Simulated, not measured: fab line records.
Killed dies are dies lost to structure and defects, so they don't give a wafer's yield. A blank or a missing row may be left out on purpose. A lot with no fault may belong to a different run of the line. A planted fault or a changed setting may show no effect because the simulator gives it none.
A struck lot beside a sound one + flow n5Finfet + 39 out of 1938 route steps
Sound: wafers L631.3, L631.5, L631.6. Struck: wafers L639.2, L639.4, L639.5. At the end, the cause is stated.
Per side, at each step with rows, come the tool, then ch with its chambers, and then its first start. Under that, the readings that differ: sound wafers + struck wafers + difference of the means + sigmas: that difference in standard deviations of wafers without a fault.
alike: same words and numbers on both sides, and readings whose means sit less than 2 such deviations apart. not compared: any withheld reading, any reading some wafer has no value for, any bound like >300 that may hide the same value, and any number with overlapping values for which the record gives no deviation.
A row with sigmas, a row that says differs or no value, or rows on one side alone: a step with any of these is where the two part. Non-overlapping numbers with no deviation appear without sigmas and do not part them. A reading missing from all wafers of one side parts the sides only when that side holds two or more wafers.

first, 9 steps without rows for these wafers: N5_HKMG_FIN_COAT_30 (time 60 s, resist thk 35 nm); N5_HKMG_FIN_COAT_06 (resist thk 90 nm); N5_HKMG_FIN_EBR_08; N5_HKMG_FIN_SOFTBAKE_07 (time 60 s); N5_HKMG_FIN_EXPOSE_09 (exposes mask NWFM); N5_HKMG_FIN_PEB_10 (peb time 60 s); N5_HKMG_FIN_DEVELOP_11 (develop time 30 s); N5_HKMG_FIN_DESCUM_17 (chemistry O2, time 7.9 s); N5_HKMG_FIN_ETCH_31 (etches SiARC in CF4, target depth 45.5 nm, time 75.8 s).
N5_HKMG_FIN_ETCH_32: etches SOC in N2/H2, target depth 240 nm, time 300 s.
  sound on rieDiel-06 ch 0,3, day 6 17:41; struck on rieDiel-06 ch 1,2, day 8 15:38
  no value came back on the struck wafers for any of 8 readings (biasW (W), chamberPressureMTorr (mTorr) and others); on the sound wafers biasW (W) reads 150.3 150.3 150.2
| reading                                      | sound             | struck         | difference | sigmas |
|----------------------------------------------|-------------------|----------------|------------|--------|
| model.CAR-ArF_of_HKMG_FIN_COAT_06.thkNm (nm) | 0 0 0             | 50.6 50.6 50.8 | +50.7      |        |
| model.HKMG_FIN.featureDepthNm (nm)           | 235.6 241.4 233.2 | 227 214 224.8  | -15        |        |
| model.SiARC_of_HKMG_FIN_COAT_30.thkNm (nm)   | 21.4 20.8 21.4    | 35 35 35       | +14        |        |
  not compared: rfHoursCounterH
then, 27 steps without rows for these wafers: N5_HKMG_FIN_STRIP_33 (strips in N2/H2); N5_HKMG_FIN_STRIP_34 (strips in CF4); N5_HKMG_FIN_ETCH_35 (etches SOC in N2/H2, target depth 215.8 nm, time 243.4 s); N5_HKMG_FIN_STRIP_92 (strips SOC in N2/H2, time 20 s); N5_HKMG_FIN_WET_ETCH_18 (etches TiN in SC1, time 55 s, target depth 5.2 nm, rinse time 30 s); N5_HKMG_FIN_STRIP_19 (strips in N2/H2, time 360 s); N5_HKMG_FIN_ALD_91 (deposits TiN, target thk 1 nm, pulse time 1 s, purge time 3 s); N5_HKMG_FIN_COAT_85 (time 60 s, resist thk 300 nm); N5_HKMG_FIN_ETCH_86 (etches SOC in N2/H2, stops on TiN, target depth 393.2 nm); N5_HKMG_FIN_STRIP_89 (strips SOC in N2/H2, time 20 s); N5_HKMG_FIN_WET_ETCH_87 (etches TiN in SC1, time 154.2 s, target depth 4.7 nm, rinse time 30 s); N5_HKMG_FIN_STRIP_88 (strips in N2/H2, time 360 s); N5_HKMG_FIN_NWFM_ALD_20 (deposits TiAlC, target thk 2 nm, pulse time 3 s, purge time 2 s); N5_HKMG_FIN_ALD_71 (deposits TiN, target thk 1 nm, pulse time 1 s, purge time 3 s); N5_HKMG_FIN_COAT_66 (time 60 s, resist thk 300 nm); N5_HKMG_FIN_ETCH_67 (etches SOC in N2/H2, stops on TiN, target depth 388.9 nm); N5_HKMG_FIN_STRIP_90 (strips SOC in N2/H2, time 20 s); N5_HKMG_FIN_WET_ETCH_73 (etches the open film in SC1, time 42.3 s, target depth 1.3 nm, rinse time 30 s); N5_HKMG_FIN_ETCHBACK_68 (etches the open film in Cl2/Ar, stops on HfO2, target depth 0.5 nm); N5_HKMG_FIN_STRIP_69 (strips in N2/H2, time 360 s); N5_HKMG_FIN_ALD_21 (deposits TiN, target thk 1.5 nm, pulse time 1 s, purge time 3 s); N5_HKMG_FIN_ALD_72 (deposits W, target thk 2 nm, pulse time 1 s, purge time 2 s); N5_HKMG_FIN_W_FILL_22 (material W, target thk 60 nm, time 18.2 s); N5_HKMG_FIN_PRECLEAN_83 (cleans in DIW, time 57.5 s); N5_HKMG_FIN_SRD_84 (dry time 32 s); N5_HKMG_FIN_CMP_23 (polishes, stops on SiNx, t overpolish 10 s, target thk 46.326 nm); N5_HKMG_FIN_CMP_94 (polishes, stops on SiNx, t overpolish 4.7 s, target thk 43.299 nm).
-- a jump in the record: the struck wafers' starts before and after are 6 days apart (it breaks off in module HKMG_FIN and resumes in module BEOL_M4, where the first step shown is number 1111 of the route) --
N5_BEOL_M4_RC_MEAS_101:
  sound on prober-01 ch 0, day 12 20:36; struck on prober-02 ch 0, day 14 11:38
| reading             | sound                      | struck                    | difference | sigmas      |
|---------------------|----------------------------|---------------------------|------------|-------------|
| IOFF_N (nA/um)      | 0.17 0.18 0.15             | 0.00 0.00 0.00            | -0.17      | -5          |
| IOFF_N_85C (nA/um)  | 3.4 3.5 3.0                | 0.0 0.0 0.0               | -3.3       | -6          |
| IOFF_N_LIN (nA/um)  | 0.078 0.082 0.071          | 0.000 0.000 0.000         | -0.077     | -6          |
| IOFF_N_LONG (nA/um) | 5.73e-05 5.81e-05 5.79e-05 | 3.15e-05 3.3e-05 3.26e-05 | -2.54e-05  | -10         |
| ION_N (uA/um)       | 667 680 673                | 244 236 236               | -435       | -36         |
| VT_N (mV)           | 251 247 250                | 448 452 464               | +205       | +62         |
| VT_N_LONG (mV)      | 271.9 272.1 272.2          | 481.6 485.2 477.0         | +209.2     | +99 or more |
| VT_N_LVT (mV)       | 99 97 100                  | 303 301 306               | +205       | +66         |
  alike: DIBL_N, DIBL_P, IOFF_P, ION_P, SS_N, SS_P, VT_P
-- record jumps: 4 days separate the struck wafers' starts on either side; left off in module BEOL_M4, taken up again in module PASSIVATION, whose first shown step is the route's number 1936 --
N5_PASSIVATION_PROBE_49:
  sound on prober-02, day 17 06:17; struck on prober-02, day 18 17:49
| reading              | sound     | struck            | difference | sigmas      |
|----------------------|-----------|-------------------|------------|-------------|
| sort_bin_8_speed (%) | 0 0       | 92.63 91.02 93.31 | +92.32     | +99 or more |
| sortNPass            | 1083 1078 | 0 0 0             | -1080      | -72         |
| sortYieldPct (%)     | 91.8 91.4 | 0 0 0             | -92        | -76         |
  alike: defectLimitedYield, killed_at_M0_to_M3, killed_at_M4_up, killedAtContacts, killedAtFrontEnd, killedAtOther, killedDies, killedOpen, killedShort, sort_bin_5_function, sort_bin_6_memory

WHERE THEY PART
Last at N5_PASSIVATION_PROBE_49 as far as this record goes, first at N5_HKMG_FIN_ETCH_32.

WHY: what the simulator had put in
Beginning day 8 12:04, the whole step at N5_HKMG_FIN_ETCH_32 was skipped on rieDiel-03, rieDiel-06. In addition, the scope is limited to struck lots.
